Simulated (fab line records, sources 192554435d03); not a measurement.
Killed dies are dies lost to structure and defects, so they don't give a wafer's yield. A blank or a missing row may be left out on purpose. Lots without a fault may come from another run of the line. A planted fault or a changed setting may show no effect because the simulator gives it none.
fab line records | flow n5_finfet
record lots=7 wafers=21
route steps=1938 shown BEOL_M12@1649 BEOL_M13@1662 BEOL_M14@1716 BEOL_M15@1801
start_h: hours from the record's first day to the start of the lot's first wafer shown | wait_h: hours since the lot's step before | " the same as in the row above | L1.1+2: a row that stands for several wafers | - no value, or no start given | * or withheld: withheld | < > ~ a bound
route shown NAME@n: a module of which the file shows steps, and the number in the route of the first | usual: mean/standard deviation of fault-free wafers | same: alike in all rows | chamber/n: place in a boat | sites: the reading at each site | _std_site: their standard deviation | _edge_site: outer sites' mean less inner sites' | radius_mm: how far each site lies from the wafer's centre | mask NAME#n: copy n | behind: the tool/chamber that last shaped the wafer | hold: why the lot was held/for how many hours/how that ended | device: the transistor (n, p or np) that didn't switch | end of line: the same wafers' tests at the end of the route | a step without rows: its recipe alone | killed: dies lost to structure and defects at the first sort, not the wafer's yield | map: a wafer's dies, x killed, . not, _ none there
set.NAME: the setting as run; set.NAME@STEP: as run at that earlier step | model.NAME: the simulator's own value behind a step, which no gauge read
lots whose settings were changed on purpose; a table a step, a row a wafer
## steps
# step N5_BEOL_M12_SPUTTER_44
# recipe material=Ta target_thk_a=100 temp_c=50 bias_v=80 power_w=15000 chamber_pressure_pa=0.07 time_s=16.13
# columns lot.wafer tool chamber start_h wait_h set.time_s model.Ta_of_BEOL_M12_SPUTTER_44.thk_nm
L077.2+4+6 pvd_sputter-03 - 255.11 0.0 16.13 9.8
L081.1 pvd_sputter-02 - 301.51 0.0 16.13 10
L081.2+3 " - " " 16.13 10.2
L087.1 pvd_sputter-02 - 333.00 0.0 15.13 9.2
L087.3 " - " " 15.13 9.6
L087.6 " - " " 16.13 10.2
L088.3 pvd_sputter-02 - 334.14 0.0 16.13 9.8
L088.4 " - " " 18.1 11.2
L088.5 " - " " 18.1 11.4
L089.2 pvd_sputter-01 - 335.67 0.0 16.13 10
L089.3+4 " - " " 16.13 9.8
L094.2 pvd_sputter-03 - 388.91 0.0 15.15 9.4
L094.5+6 " - " " 16.13 10
L097.1+2 pvd_sputter-01 - 407.93 0.0 16.13 10
L097.3 " - " " 14.05 8.8
# step N5_BEOL_M12_SPUTTER_45
# recipe material=Cu target_thk_a=800 temp_c=-20 bias_v=60 power_w=26000 chamber_pressure_pa=0.13 time_s=13.33
# step N5_BEOL_M12_ECD_47
# recipe material=Cu target_thk_a=7200
# step N5_BEOL_M12_ANNEAL_48
# recipe temp_c=225 time_s=90 ambient=N2
# step N5_BEOL_M12_CMP_49
# recipe stop_on=SiOC t_overpolish_s=20.6 down_force_psi=1 platen_rpm=50 clearing_platen_down_force_psi=1.5 clearing_platen_rpm=50 post_cmp_clean=cu_alkaline target_thk_nm=320 clearing_platen_pad_velocity_m_s=0.99484 pad_velocity_m_s=0.99484
# columns lot.wafer tool chamber start_h wait_h set.time_s@BEOL_M12_TRENCH_ETCH_34 model.Cu_of_BEOL_M12_ECD_47.thk_nm
L077.2 cmp-02 1 255.83 0.3 125.5 324
L077.4 " 2 " " 125.5 321.8
L077.6 " 3 " " 125.5 326.8
L081.2 cmp-02 3 302.15 0.2 125.5 308.6
L081.3 " 0 " " 125.5 310.4
L081.1 " 1 " " 125.5 315.4
L087.3 cmp-02 0 333.75 0.3 149.4 377.8
L087.1 " 1 " " 149.4 387.2
L087.6 " 3 " " 125.5 327.6
L088.4 cmp-01 0 334.82 0.2 145 366.6
L088.3 " 1 " " 125.5 314.8
L088.5 " 3 " " 145 363
L089.4 cmp-01 2 336.31 0.1 140 350.2
L089.3 " 3 " " 125.5 321.6
L089.2 " 1 " " 125.5 322.4
L094.2 cmp-02 3 389.67 0.3 125.5 316.8
L094.6 " 1 " " 125.5 323.8
L094.5 " 2 " " 125.5 315
L097.3 cmp-02 1 408.57 0.2 103.9 270.2
L097.2 " 2 " " 103.9 265.6
L097.1 " 3 " " 103.9 262.2
# step N5_BEOL_M12_THK_MEAS_50
# recipe thk_meas_gauge=xrf reads=Cu_of_BEOL_M12_ECD_47
# usual M12_THK=322/5.7
# columns lot.wafer tool chamber start_h wait_h set.time_s@BEOL_M12_TRENCH_ETCH_34 M12_THK[nm]
L077.2 film_metro-02 - 256.05 - 125.5 334
L077.4 " - " " 125.5 329
L077.6 " - " " 125.5 335
L081.1 film_metro-02 - 302.45 - 125.5 324
L081.2 " - " " 125.5 316
L081.3 " - " " 125.5 318
L087.1 film_metro-01 - 333.97 - 149.4 395
L087.3 " - " " 149.4 384
L087.6 " - " " 125.5 331
L088.3 film_metro-01 - 335.08 - 125.5 316
L088.4 " - " " 145 370
L088.5 " - " " 145 366
L089.2 film_metro-02 - 336.60 - 125.5 329
L089.3 " - " " 125.5 328
L089.4 " - " " 140 359
L094.2 film_metro-02 - 389.89 - 125.5 323
L094.5 " - " " 125.5 318
L094.6 " - " " 125.5 329
L097.1 film_metro-01 - 408.87 - 103.9 263
L097.2 " - " " 103.9 266
L097.3 " - " " 103.9 271
# step N5_BEOL_M12_PRE_CLEAN_52
# recipe gas=NH3 time_s=15 temp_c=withheld rf_power_w=300
# step N5_BEOL_M12_DEP_53
# recipe material=SiCN target_thk_a=300 temp_c=withheld precursor=3MS/NH3 pressure_torr=3 rf_w=675 time_s=10.5
# step N5_BEOL_M12_RS_MEAS_54
# recipe thk_meas_gauge=four-point-probe reads=Cu_of_BEOL_M12_ECD_47+Ta_of_BEOL_M12_SPUTTER_44+TaN_of_BEOL_M12_SPUTTER_43
# usual M12_RS=0.0605/0.001
# columns lot.wafer tool chamber start_h wait_h set.time_s@BEOL_M12_TRENCH_ETCH_34 M12_RS[ohm/sq]
L077.2 film_metro-01 - 256.17 0.0 125.5 0.0592
L077.4 " - " " 125.5 0.0598
L077.6 " - " " 125.5 0.0588
L081.1 film_metro-02 - 302.57 0.0 125.5 0.0608
L081.2 " - " " 125.5 0.0623
L081.3 " - " " 125.5 0.0618
L087.1 film_metro-02 - 334.09 0.0 149.4 0.0491
L087.3 " - " " 149.4 0.0505
L087.6 " - " " 125.5 0.0584
L088.3 film_metro-01 - 335.20 0.0 125.5 0.0611
L088.4 " - " " 145 0.0522
L088.5 " - " " 145 0.0527
L089.2 film_metro-02 - 336.73 0.0 125.5 0.0595
L089.3 " - " " 125.5 0.0596
L089.4 " - " " 140 0.0546
L094.2 film_metro-01 - 390.04 0.1 125.5 0.0607
L094.5 " - " " 125.5 0.0612
L094.6 " - " " 125.5 0.0594
L097.1 film_metro-01 - 409.02 0.1 103.9 0.0742
L097.2 " - " " 103.9 0.0730
L097.3 " - " " 103.9 0.0719
# step N5_BEOL_M13_COAT_04
# recipe spin_rpm=1625 resist_thk_nm=400
# columns lot.wafer tool chamber start_h wait_h set.spin_rpm model.coat_of_BEOL_M13_COAT_04.thk_nm
L077.2 litho_track-04 0 - - 1625 400.8
L077.4 " 0 " " 1625 400.6
L077.6 " 0 " " 1625 400.4
L081.1 litho_track-05 0 - - 1450 422.8
L081.2 " 0 " " 1450 425.4
L081.3 " 0 " " 1625 399.4
L087.1 litho_track-05 0 - - 1773 384.6
L087.3 " 0 " " 1625 400.4
L087.6 " 0 " " 1773 384
L088.3 litho_track-04 0 - - 1444 423.6
L088.4 " 0 " " 1444 424.8
L088.5 " 0 " " 1625 400
L089.2 litho_track-04 0 - - 1625 399.8
L089.3 " 0 " " 1625 400.6
L089.4 " 0 " " 1510 415.2
L094.2 litho_track-02 0 - - 1625 402
L094.5 " 0 " " 1625 401.6
L094.6 " 0 " " 1550 411.2
L097.1 litho_track-05 0 - - 1625 399
L097.2 " 0 " " 1524 413.6
L097.3 " 0 " " 1625 400
# step N5_BEOL_M13_EBR_06
# recipe solvent=PGMEA ebr_width_mm=1.5
# step N5_BEOL_M13_SOFTBAKE_05
# recipe temp_c=130 time_s=60
# step N5_BEOL_M13_DESCUM_15
# recipe chemistry=O2 time_s=7.9 source_power_w=50 bias_power_w=20 pressure_mtorr=20 rf_frequency_hz=2.712e+07 temp_c=40 o2_flow_sccm=225
# step N5_BEOL_M13_ETCH_59
# recipe chemistry=N2/H2 target=BARC target_depth_a=890 overetch_a=267 time_s=67.9 ion_energy_ev=200 pressure_mtorr=30 source_w=840 bias_w=150 n2_flow_sccm=200 h2_flow_sccm=200
# columns lot.wafer tool chamber start_h wait_h set.spin_rpm@BEOL_M13_COAT_04 model.coat_of_BEOL_M13_COAT_04.thk_nm
L077.2 rie_diel-04 3 256.99 0.0 1625 320.8
L077.4 " 0 " " 1625 319
L077.6 " 1 " " 1625 320.2
L081.1 rie_diel-03 2 303.34 0.0 1450 337.4
L081.2 " 1 " " 1450 343.8
L081.3 " 0 " " 1625 317.6
L087.1 rie_diel-03 1 334.86 0.0 1773 304.4
L087.3 " 3 " " 1625 317.8
L087.6 " 0 " " 1773 303.4
L088.3 rie_diel-05 1 335.84 0.0 1444 340
L088.4 " 2 " " 1444 342.2
L088.5 " 0 " " 1625 317.6
L089.2 rie_diel-05 3 337.49 0.0 1625 318
L089.3 " 2 " " 1625 317.2
L089.4 " 0 " " 1510 332
L094.2 rie_diel-05 0 390.81 0.0 1625 319.6
L094.5 " 1 " " 1625 318
L094.6 " 0 " " 1550 329.4
L097.1 rie_diel-05 3 409.79 0.0 1625 318.2
L097.2 " 0 " " 1524 332.4
L097.3 " 2 " " 1625 317.4
# step N5_BEOL_M13_VIA_ETCH_16
# recipe chemistry=C4F8/O2/Ar target=SiOC pressure_mtorr=30 source_w=3000 bias_w=700 Ar_flow_sccm=400 C4F8_flow_sccm=15 O2_flow_sccm=8 he_inner_torr=15 he_outer_torr=30 target_depth_a=9217 time_s=withheld ion_energy_ev=250 ends=cleared
# step N5_BEOL_M13_STRIP_63
# recipe chemistry=N2/H2 power_w=1000 temp_c=250 h2_frac=0.65 overash_fraction=0.3 pressure_mtorr=1000 n2_flow_sccm=1750 h2_flow_sccm=3250
# usual strip_time_to_endpoint_s=28.1/1.1
# columns lot.wafer tool chamber start_h wait_h set.spin_rpm@BEOL_M13_COAT_04 strip_time_to_endpoint_s
L077.2 plasma_asher-02 0 257.28 - 1625 29.0
L077.4 " 1 " " 1625 28.3
L077.6 " 1 " " 1625 28.0
L081.1 plasma_asher-02 0 303.62 - 1450 33.4
L081.2 " 1 " " 1450 36.4
L081.3 " 0 " " 1625 27.7
L087.1 plasma_asher-02 1 335.15 - 1773 26.4
L087.3 " 0 " " 1625 28.4
L087.6 " 0 " " 1773 23.5
L088.3 plasma_asher-01 0 336.15 - 1444 35.0
L088.4 " 1 " " 1444 35.3
L088.5 " 0 " " 1625 28.2
L089.2 plasma_asher-01 0 337.78 - 1625 28.6
L089.3 " 1 " " 1625 29.0
L089.4 " 0 " " 1510 33.4
L094.2 plasma_asher-01 0 391.09 - 1625 29.3
L094.5 " 0 " " 1625 28.0
L094.6 " 1 " " 1550 32.4
L097.1 plasma_asher-02 0 410.07 - 1625 28.8
L097.2 " 1 " " 1524 33.4
L097.3 " 1 " " 1625 28.7
# step N5_BEOL_M14_ILD_DEP_00
# recipe material=SiO2 target_thk_a=11193 temp_c=400 precursor=TEOS/O2 pressure_torr=6.5 rf_w=900 teos_flow_sccm=161.4 gas=O2 flow_sccm=2650 time_s=237.4
# columns lot.wafer tool chamber start_h wait_h set.time_s model.SiO2_of_BEOL_M14_ILD_DEP_00.thk_nm
L077.2 pecvd-02 2 264.49 0.0 237.4 1112
L077.4 " 2 " " 237.4 1117
L077.6 " 1 " " 237.4 1107
L081.1 pecvd-02 2 307.20 0.0 266.2 1227
L081.2 " 1 " " 266.2 1234
L081.3 " 0 " " 237.4 1106
L089.2 pecvd-03 1 343.05 0.0 237.4 1105
L089.3 " 2 " " 212.6 961.8
L089.4 " 2 " " 237.4 1107
L087.1 pecvd-02 0 343.53 0.0 226.3 1066
L087.3 " 0 " " 237.4 1139
L087.6 " 1 " " 226.3 1080
L088.3 pecvd-04 1 344.67 0.0 237.4 1126
L088.4 " 0 " " 237.4 1146
L088.5 " 2 " " 237.4 1153
L094.2 pecvd-02 0 396.62 0.1 237.4 1122
L094.5 " 2 " " 237.4 1121
L094.6 " 0 " " 237.4 1131
L097.1 pecvd-02 2 413.78 0.0 255.6 1192
L097.2 " 1 " " 255.6 1171
L097.3 " 0 " " 237.4 1123
# step N5_BEOL_M14_THK_MEAS_01
# recipe reads=SiO2_of_BEOL_M14_ILD_DEP_00
# usual M14_ILD_THK=1120/15
# columns lot.wafer tool chamber start_h wait_h set.time_s@BEOL_M14_ILD_DEP_00 M14_ILD_THK[nm]
L077.2 film_metro-01 - 264.68 0.1 237.4 1112
L077.4 " - " " 237.4 1117
L077.6 " - " " 237.4 1106
L081.1 film_metro-01 - 307.39 0.1 266.2 1226
L081.2 " - " " 266.2 1234
L081.3 " - " " 237.4 1105
L089.2 film_metro-01 - 343.24 0.1 237.4 1104
L089.3 " - " " 212.6 961
L089.4 " - " " 237.4 1107
L087.1 film_metro-02 - 343.80 0.2 226.3 1066
L087.3 " - " " 237.4 1139
L087.6 " - " " 226.3 1080
L088.3 film_metro-01 - 344.86 0.1 237.4 1127
L088.4 " - " " 237.4 1146
L088.5 " - " " 237.4 1152
L094.2 film_metro-01 - 396.89 0.2 237.4 1122
L094.5 " - " " 237.4 1121
L094.6 " - " " 237.4 1130
L097.1 film_metro-02 - 413.97 0.1 255.6 1192
L097.2 " - " " 255.6 1171
L097.3 " - " " 237.4 1123
# step N5_BEOL_M14_COAT_04
# recipe spin_rpm=1704 resist_thk_nm=800
# columns lot.wafer tool chamber start_h wait_h set.spin_rpm model.coat_of_BEOL_M14_COAT_04.thk_nm
L077.2 litho_track-01 0 - - 1704 799.4
L077.4 " 0 " " 1704 799.6
L077.6 " 0 " " 1704 798.6
L081.1 litho_track-04 0 - - 1704 800.2
L081.2 " 0 " " 1704 800
L081.3 " 0 " " 1704 801
L089.2 litho_track-01 0 - - 1704 798.6
L089.3 " 0 " " 1704 800.8
L089.4 " 0 " " 1704 801
L087.1 litho_track-03 0 - - 1704 797.2
L087.3 " 0 " " 1767 782.6
L087.6 " 0 " " 1767 782.8
L088.3 litho_track-04 0 - - 1704 796.8
L088.4 " 0 " " 1807 775.2
L088.5 " 0 " " 1704 800.8
L094.2 litho_track-01 0 - - 1587 828.4
L094.5 " 0 " " 1704 798.6
L094.6 " 0 " " 1587 829.8
L097.1 litho_track-01 0 - - 1704 803.2
L097.2 " 0 " " 1645 815.6
L097.3 " 0 " " 1645 814.2
# step N5_BEOL_M14_EBR_06
# recipe solvent=PGMEA ebr_width_mm=1.5
# step N5_BEOL_M14_SOFTBAKE_05
# recipe temp_c=130 time_s=60
# step N5_BEOL_M14_DESCUM_15
# recipe chemistry=O2 time_s=7.9 source_power_w=50 bias_power_w=20 pressure_mtorr=20 rf_frequency_hz=2.712e+07 temp_c=40 o2_flow_sccm=225
# step N5_BEOL_M14_ETCH_59
# recipe chemistry=N2/H2 target=BARC target_depth_a=890 overetch_a=267 time_s=67.9 ion_energy_ev=200 pressure_mtorr=30 source_w=840 bias_w=150 n2_flow_sccm=200 h2_flow_sccm=200
# step N5_BEOL_M14_VIA_ETCH_16
# recipe chemistry=C4F8/O2/Ar target=SiO2 he_inner_torr=15 he_outer_torr=30 target_depth_a=12313 time_s=withheld ion_energy_ev=800 pressure_mtorr=20 source_w=1905 bias_w=2040 Ar_flow_sccm=400 C4F8_flow_sccm=16 O2_flow_sccm=12 ends=cleared
# columns lot.wafer tool chamber start_h wait_h set.time_s@BEOL_M14_ILD_DEP_00 set.spin_rpm@BEOL_M14_COAT_04 model.etch.depth_nm model.coat_of_BEOL_M14_COAT_04.thk_nm
L077.2 rie_diel-06 2 265.16 0.0 * 1704 1112 457.6
L077.4 " 3 " " * 1704 1117 454.6
L077.6 " 2 " " * 1704 1107 458
L081.1 rie_diel-02 2 308.10 0.0 * 1704 1227 429
L081.2 " 3 " " * 1704 1234 424.8
L081.3 " 1 " " * 1704 1106 454.6
L089.2 rie_diel-06 3 343.85 0.0 * 1704 1105 457.2
L089.3 " 1 " " * 1704 961.7 490.2
L089.4 " 1 " " * 1704 1107 456.6
L087.1 rie_diel-06 2 344.41 0.0 * 1704 1066 465.8
L087.3 " 1 " " * 1767 1139 429.6
L087.6 " 3 " " * 1767 1080 447.6
L088.3 rie_diel-06 3 345.34 0.0 * 1704 1126 450
L088.4 " 1 " " * 1807 1146 420.6
L088.5 " 2 " " * 1704 1153 448.6
L094.2 rie_diel-02 0 397.50 0.1 * 1587 1122 484.4
L094.5 " 0 " " * 1704 1121 455.4
L094.6 " 2 " " * 1587 1131 477.8
L097.1 rie_diel-02 2 414.45 0.0 * 1704 1192 436.8
L097.2 " 3 " " * 1645 1171 454
L097.3 " 0 " " * 1645 1123 470.8
# step N5_BEOL_M15_PEB_26
# recipe peb_temp_c=130 peb_time_s=90
# columns lot.wafer tool chamber start_h wait_h set.peb_temp_c
L077.2+4+6 litho_track-05 0 273.95 0.0 130
L081.1+2+3 litho_track-03 0 314.04 0.1 130
L087.1+3 litho_track-03 0 350.99 0.1 132
L087.6 " 0 " " 130
L089.2+3+4 litho_track-02 0 351.47 0.0 130
L088.3+4+5 litho_track-02 0 352.10 0.0 130
L094.2 litho_track-03 0 407.60 0.0 127.6
L094.5+6 " 0 " " 130
L097.1+2 litho_track-05 0 422.85 0.1 128
L097.3 " 0 " " 130
# step N5_BEOL_M15_DEVELOP_27
# recipe develop_time_s=45 rinse_liquid=diw dry=air_spin dev_temp_c=21
# columns lot.wafer tool chamber start_h wait_h set.develop_time_s
L077.2+4+6 litho_track-05 0 - - 45
L081.1 litho_track-03 0 - - 45
L081.2+3 " 0 " " 35.93
L087.1+3+6 litho_track-03 0 - - 45
L089.2 litho_track-02 0 - - 45
L089.3+4 " 0 " " 41.2
L088.3+4+5 litho_track-02 0 - - 45
L094.2+6 litho_track-03 0 - - 45
L094.5 " 0 " " 48.02
L097.1+2+3 litho_track-05 0 - - 45
# step N5_BEOL_M15_HARDBAKE_32
# recipe temp_c=130 time_s=120
# step N5_BEOL_M15_CD_MEAS_28
# recipe target_cd_nm=407.6 landing_energy_ev=500 detector=se_inlens
# usual cd_nm=407.6/1.6
# columns lot.wafer tool chamber start_h wait_h set.peb_temp_c@BEOL_M15_PEB_26 cd_nm
L077.2 cd_sem-02 0 274.07 - 130 405.6
L077.4 " 0 " " 130 407.4
L077.6 " 0 " " 130 404.9
L081.1 cd_sem-01 0 314.15 - 130 407.5
L081.2 " 0 " " 130 407.6
L081.3 " 0 " " 130 408.3
L087.1 cd_sem-01 0 351.10 - 132 416.5
L087.3 " 0 " " 132 417.1
L087.6 " 0 " " 130 407.3
L089.2 cd_sem-02 0 351.59 - 130 407.3
L089.3 " 0 " " 130 406.4
L089.4 " 0 " " 130 403.4
L088.3 cd_sem-01 0 352.22 - 130 407.1
L088.4 " 0 " " 130 409.9
L088.5 " 0 " " 130 406.1
L094.2 cd_sem-01 0 407.72 - 127.6 398.1
L094.5 " 0 " " 130 407.9
L094.6 " 0 " " 130 409.3
L097.1 cd_sem-02 0 422.96 - 128 397.6
L097.2 " 0 " " 128 399.3
L097.3 " 0 " " 130 406.4
# step N5_BEOL_M15_DESCUM_33
# recipe chemistry=O2 time_s=7.9 source_power_w=50 bias_power_w=20 pressure_mtorr=20 rf_frequency_hz=2.712e+07 temp_c=40 o2_flow_sccm=225
# columns lot.wafer tool chamber start_h wait_h set.peb_temp_c@BEOL_M15_PEB_26 model.BEOL_M15.cd_nm
L077.2 rie_diel-04 1 274.23 0.1 130 405.6
L077.4 " 3 " " 130 407.6
L077.6 " 0 " " 130 404.6
L081.1 rie_diel-05 2 314.24 0.0 130 407.6
L081.2 " 3 " " 130 407.8
L081.3 " 0 " " 130 408.4
L087.1 rie_diel-03 0 351.48 0.3 132 416.4
L087.3 " 3 " " 132 416.8
L087.6 " 2 " " 130 407.2
L089.2 rie_diel-03 0 351.76 0.1 130 407.2
L089.3 " 2 " " 130 406.4
L089.4 " 3 " " 130 403.4
L088.3 rie_diel-03 2 352.30 0.0 130 407.6
L088.4 " 1 " " 130 410
L088.5 " 2 " " 130 406.4
L094.2 rie_diel-03 3 408.03 0.3 127.6 397.8
L094.5 " 3 " " 130 407.6
L094.6 " 0 " " 130 409.4
L097.1 rie_diel-05 3 423.28 0.3 128 397.6
L097.2 " 1 " " 128 399.2
L097.3 " 0 " " 130 -
# step N5_BEOL_M15_ETCH_61
# recipe chemistry=N2/H2 target=BARC target_depth_a=890 overetch_a=267 time_s=67.9 ion_energy_ev=200 pressure_mtorr=30 source_w=840 bias_w=150 n2_flow_sccm=200 h2_flow_sccm=200
# columns lot.wafer tool chamber start_h wait_h set.peb_temp_c@BEOL_M15_PEB_26 model.BEOL_M15.cd_nm
L077.2 rie_diel-04 1 274.26 0.0 130 397.8
L077.4 " 3 " " 130 400
L077.6 " 0 " " 130 397
L081.1 rie_diel-05 2 314.28 0.0 130 400.2
L081.2 " 3 " " 130 400.8
L081.3 " 0 " " 130 401.2
L087.1 rie_diel-03 0 351.51 0.0 132 409
L087.3 " 3 " " 132 410
L087.6 " 2 " " 130 400.8
L089.2+3 rie_diel-03 0,2 351.79 0.0 130 399
L089.4 " 3 " " 130 395.2
L088.3 rie_diel-03 2 352.34 0.0 130 399.2
L088.4 " 1 " " 130 402
L088.5 " 2 " " 130 398.4
L094.2 rie_diel-03 3 408.06 0.0 127.6 390
L094.5 " 3 " " 130 400.2
L094.6 " 0 " " 130 400.8
L097.1 rie_diel-05 3 423.32 0.0 128 389.2
L097.2 " 1 " " 128 390
L097.3 " 0 " " 130 398.6
## key
split step=N5_BEOL_M12_SPUTTER_44 setting=time_s stated=16.13 by=wafer
response step=N5_BEOL_M12_SPUTTER_44 reading=model.Ta_of_BEOL_M12_SPUTTER_44.thk_nm change=+0.108 per=1% r=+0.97
split step=N5_BEOL_M13_COAT_04 setting=spin_rpm stated=1625 by=wafer
response step=N5_BEOL_M13_COAT_04 reading=model.coat_of_BEOL_M13_COAT_04.thk_nm change=-2.12 per=1% r=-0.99
response step=N5_BEOL_M13_ETCH_59 reading=model.coat_of_BEOL_M13_COAT_04.thk_nm change=-2.03 per=1% r=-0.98
response step=N5_BEOL_M13_STRIP_63 reading=strip_time_to_endpoint_s change=* per=1% r=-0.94
split step=N5_BEOL_M14_ILD_DEP_00 setting=time_s stated=237.4 by=wafer
response step=N5_BEOL_M14_ILD_DEP_00 reading=model.SiO2_of_BEOL_M14_ILD_DEP_00.thk_nm change=+11.2 per=1% r=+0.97
response step=N5_BEOL_M14_THK_MEAS_01 reading=M14_ILD_THK change=+11.2 per=1% r=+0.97
response step=N5_BEOL_M14_VIA_ETCH_16 reading=model.etch.depth_nm change=+11.2 per=1% r=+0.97
response step=N5_BEOL_M14_VIA_ETCH_16 reading=model.coat_of_BEOL_M14_COAT_04.thk_nm slope=-2.7 per=1% together_with=spin_rpm@BEOL_M14_COAT_04 explained=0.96
split step=N5_BEOL_M14_COAT_04 setting=spin_rpm stated=1704 by=wafer
response step=N5_BEOL_M14_COAT_04 reading=model.coat_of_BEOL_M14_COAT_04.thk_nm change=-4.08 per=1% r=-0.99
response step=N5_BEOL_M14_VIA_ETCH_16 reading=model.coat_of_BEOL_M14_COAT_04.thk_nm slope=-4.39 per=1% together_with=time_s@BEOL_M14_ILD_DEP_00 explained=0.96
split step=N5_BEOL_M15_PEB_26 setting=peb_temp_c stated=130 by=wafer
response step=N5_BEOL_M15_CD_MEAS_28 reading=cd_nm change=+5.66 per=1% r=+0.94
response step=N5_BEOL_M15_DESCUM_33 reading=model.BEOL_M15.cd_nm change=+5.92 per=1% r=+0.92
response step=N5_BEOL_M15_ETCH_61 reading=model.BEOL_M15.cd_nm change=+5.73 per=1% r=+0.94
split step=N5_BEOL_M15_DEVELOP_27 setting=develop_time_s stated=45 by=wafer
response none clear
split outside_this_file step=N5_BEOL_M12_TRENCH_ETCH_34 setting=time_s
# split outside_this_file: this setting was split too, and the file shows its column; the key of that split is in another file
